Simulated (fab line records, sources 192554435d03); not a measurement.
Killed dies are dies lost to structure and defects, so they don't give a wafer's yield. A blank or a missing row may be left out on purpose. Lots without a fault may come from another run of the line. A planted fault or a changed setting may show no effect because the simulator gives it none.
Which tool did it? | flow n5_finfet | 15 lots, 45 wafers sampled, at 4 steps of a route of 1938

WHAT THE GAUGES READ, wafer by wafer
The record holds no reading of a measuring or inspecting step that can be judged against a usual standard deviation.

WHICH TOOL RAN EACH LOT (tool, then ch and the chambers of the sampled wafers, then the start)
lot  | N5_BEOL_M6_SPUTTER_48        | N5_BEOL_M7_ILD_DEP_00           | N5_BEOL_M7_HM_DEP_02         | N5_BEOL_M7_EXPOSE_08
L850 | pvd_sputter-02, day 8 09:45  | pecvd-01 ch 0,1,2, day 8 11:00  | pvd_sputter-01, day 8 13:22  | arfi_scanner-01 ch 0, day 8 13:46
L851 | pvd_sputter-03, day 9 05:11  | pecvd-04 ch 0,2, day 9 06:24    | pvd_sputter-01, day 9 08:28  | arfi_scanner-01 ch 0, day 9 08:50
L852 | pvd_sputter-01, day 9 08:18  | pecvd-04 ch 0,1, day 9 10:05    | pvd_sputter-01, day 9 12:18  | arfi_scanner-01 ch 0, day 9 12:34
L853 | pvd_sputter-03, day 9 11:22  | pecvd-04 ch 0, day 9 12:22      | pvd_sputter-03, day 9 13:17  | arfi_scanner-01 ch 0, day 9 13:32
L856 | pvd_sputter-01, day 10 07:13 | pecvd-04 ch 0,1, day 10 08:19   | pvd_sputter-02, day 10 09:48 | arfi_scanner-02 ch 0, day 10 10:10
L857 | pvd_sputter-02, day 10 13:14 | pecvd-03 ch 0,1,2, day 10 14:16 | pvd_sputter-02, day 10 14:58 | arfi_scanner-02 ch 0, day 10 15:13
L861 | pvd_sputter-01, day 11 06:52 | pecvd-03 ch 1,2, day 11 08:04   | pvd_sputter-02, day 11 08:50 | arfi_scanner-01, day 11 09:11
L863 | pvd_sputter-01, day 11 22:21 | pecvd-01 ch 1,2, day 12 01:08   | pvd_sputter-03, day 12 03:42 | arfi_scanner-01, day 12 03:58
L862 | pvd_sputter-01, day 12 03:15 | pecvd-04 ch 0,1,2, day 12 04:29 | pvd_sputter-03, day 12 07:10 | arfi_scanner-03, day 12 07:33
L868 | pvd_sputter-03, day 13 06:10 | pecvd-03 ch 0,1,2, day 13 07:10 | pvd_sputter-01, day 13 08:53 | arfi_scanner-01 ch 0, day 13 09:09
L870 | pvd_sputter-03, day 13 10:08 | pecvd-03 ch 1,2, day 13 11:12   | pvd_sputter-03, day 13 12:59 | arfi_scanner-01 ch 0, day 13 13:14
L869 | pvd_sputter-03, day 13 12:08 | pecvd-03 ch 0,2, day 13 13:14   | pvd_sputter-03, day 13 16:32 | arfi_scanner-03 ch 0, day 13 16:54
L871 | pvd_sputter-03, day 13 18:20 | pecvd-03 ch 0,2, day 13 19:20   | pvd_sputter-02, day 13 21:09 | arfi_scanner-03 ch 0, day 13 21:24
L872 | pvd_sputter-01, day 14 01:23 | pecvd-01 ch 1,2, day 14 02:27   | pvd_sputter-03, day 14 03:19 | arfi_scanner-01 ch 0, day 14 03:41
L873 | pvd_sputter-02, day 14 16:58 | pecvd-01 ch 1,2, day 14 18:07   | pvd_sputter-02, day 14 19:43 | arfi_scanner-03 ch 0, day 14 20:07
- N5_BEOL_M6_SPUTTER_48: material Cu, target thk 10 nm, time 1.667 s.
- N5_BEOL_M7_ILD_DEP_00: deposits SiCOH lowk from DEMS/porogen, target thk 179.75 nm, time 33.4 s.
- N5_BEOL_M7_HM_DEP_02: deposits TiN, target thk 20 nm.
- N5_BEOL_M7_EXPOSE_08: exposes mask M7.

WHAT THE TOOLS THEMSELVES READ (means of the sampled wafers that have a number; where no wafer has one, the mark that the record gives instead)
N5_BEOL_M6_SPUTTER_48. Usual: throttle_valve_pct 29.6 %, standard deviation 1.4.
lot  | tool           | throttle_valve_pct (%) | flag
L850 | pvd_sputter-02 | 30.5                   |
L851 | pvd_sputter-03 | 30.9                   |
L852 | pvd_sputter-01 | 28.1                   |
L853 | pvd_sputter-03 | 30.3                   |
L856 | pvd_sputter-01 | 29.3                   |
L857 | pvd_sputter-02 | 29.8                   |
L861 | pvd_sputter-01 | 28.0                   |
L863 | pvd_sputter-01 | 27.2                   |
L862 | pvd_sputter-01 | 28.3                   |
L868 | pvd_sputter-03 | 30.1                   |
L870 | pvd_sputter-03 | 30.7                   |
L869 | pvd_sputter-03 | 30.1                   |
L871 | pvd_sputter-03 | 30.4                   |
L872 | pvd_sputter-01 | 29.0                   |
L873 | pvd_sputter-02 | 30.3                   |

N5_BEOL_M7_ILD_DEP_00. Usual: heater_power_w 332 W, standard deviation 59; showerhead_plenum_p_Torr 5.743 Torr, standard deviation 0.016; throttle_valve_pct 13.9 %, standard deviation 0.57.
lot  | tool     | heater_power_w (W) | showerhead_plenum_p_Torr (Torr) | throttle_valve_pct (%) | flag
L850 | pecvd-01 | 310                | 5.724                           | 13.2                   |
L851 | pecvd-04 | 358                | 5.741                           | 15.3                   |
L852 | pecvd-04 | 400                | 5.750                           | 14.3                   |
L853 | pecvd-04 | 371                | 5.754                           | 14.3                   |
L856 | pecvd-04 | 424                | 5.751                           | 14.1                   |
L857 | pecvd-03 | 287                | 5.739                           | 13.7                   |
L861 | pecvd-03 | 261                | 5.729                           | 13.8                   |
L863 | pecvd-01 | 319                | 5.728                           | 13.2                   |
L862 | pecvd-04 | 364                | 5.749                           | 14.0                   |
L868 | pecvd-03 | 270                | 5.736                           | 13.7                   |
L870 | pecvd-03 | 290                | 5.737                           | 13.7                   |
L869 | pecvd-03 | 273                | 5.738                           | 13.5                   |
L871 | pecvd-03 | 291                | 5.745                           | 13.5                   |
L872 | pecvd-01 | 311                | 5.719                           | 13.0                   |
L873 | pecvd-01 | 295                | 5.725                           | 13.1                   |

N5_BEOL_M7_HM_DEP_02. Usual: throttle_valve_pct 29.6 %, standard deviation 1.5.
lot  | tool           | throttle_valve_pct (%) | flag
L850 | pvd_sputter-01 | 28.4                   |
L851 | pvd_sputter-01 | 28.2                   |
L852 | pvd_sputter-01 | 28.2                   |
L853 | pvd_sputter-03 | 30.1                   |
L856 | pvd_sputter-02 | 30.0                   |
L857 | pvd_sputter-02 | 29.7                   |
L861 | pvd_sputter-02 | 29.3                   |
L863 | pvd_sputter-03 | 30.4                   |
L862 | pvd_sputter-03 | 30.8                   |
L868 | pvd_sputter-01 | 27.4                   |
L870 | pvd_sputter-03 | 30.3                   |
L869 | pvd_sputter-03 | 30.7                   |
L871 | pvd_sputter-02 | 29.9                   |
L872 | pvd_sputter-03 | 30.4                   |
L873 | pvd_sputter-02 | 29.7                   |

N5_BEOL_M7_EXPOSE_08. Usual: exposure_dose_mJ_cm2 68.23, standard deviation 0.067; reticle_temp_C 22.98 C, standard deviation 0.11.
lot  | tool            | exposure_dose_mJ_cm2 | reticle_temp_C (C) | flag
L850 | arfi_scanner-01 | 68.22                | 23.03              |
L851 | arfi_scanner-01 | 68.26                | 22.81              |
L852 | arfi_scanner-01 | 68.23                | 23.04              |
L853 | arfi_scanner-01 | 68.22                | 22.99              |
L856 | arfi_scanner-02 | 68.19                | 23.11              |
L857 | arfi_scanner-02 | 68.29                | 23.02              |
L861 | arfi_scanner-01 | -                    | -                  | OFF
L863 | arfi_scanner-01 | -                    | -                  | OFF
L862 | arfi_scanner-03 | -                    | -                  | OFF
L868 | arfi_scanner-01 | 68.26                | 23.02              |
L870 | arfi_scanner-01 | 68.27                | 23.07              |
L869 | arfi_scanner-03 | 68.23                | 22.99              |
L871 | arfi_scanner-03 | 68.13                | 23.01              |
L872 | arfi_scanner-01 | 68.17                | 23.03              |
L873 | arfi_scanner-03 | 68.29                | 22.97              |

THE ANSWER, worked out from the rows above alone
Rule: a lot is off if the mean of its wafers that have a number lies more than 3 standard deviations from the usual mean. A lot without any number at a reading at which 4 lots or more have one is off too. The other lots that the step has rows for count as sound. The gauges are gone through in route order, then the tools' own readings, and for those a lot's mean is taken as printed above. The first step at which some lot is off is used, and at that step the reading that is off furthest; a lot without a number counts as furthest.
Off: L861, L863, L862, at N5_BEOL_M7_EXPOSE_08 (exposure_dose_mJ_cm2). Without a number there: L861, L863, L862.
A tool fits if, at that step or a process step before it, it ran every lot that is off, and no sound lot after the first of them. None of those tried fits.

WHAT THE SIMULATOR HAD PUT IN
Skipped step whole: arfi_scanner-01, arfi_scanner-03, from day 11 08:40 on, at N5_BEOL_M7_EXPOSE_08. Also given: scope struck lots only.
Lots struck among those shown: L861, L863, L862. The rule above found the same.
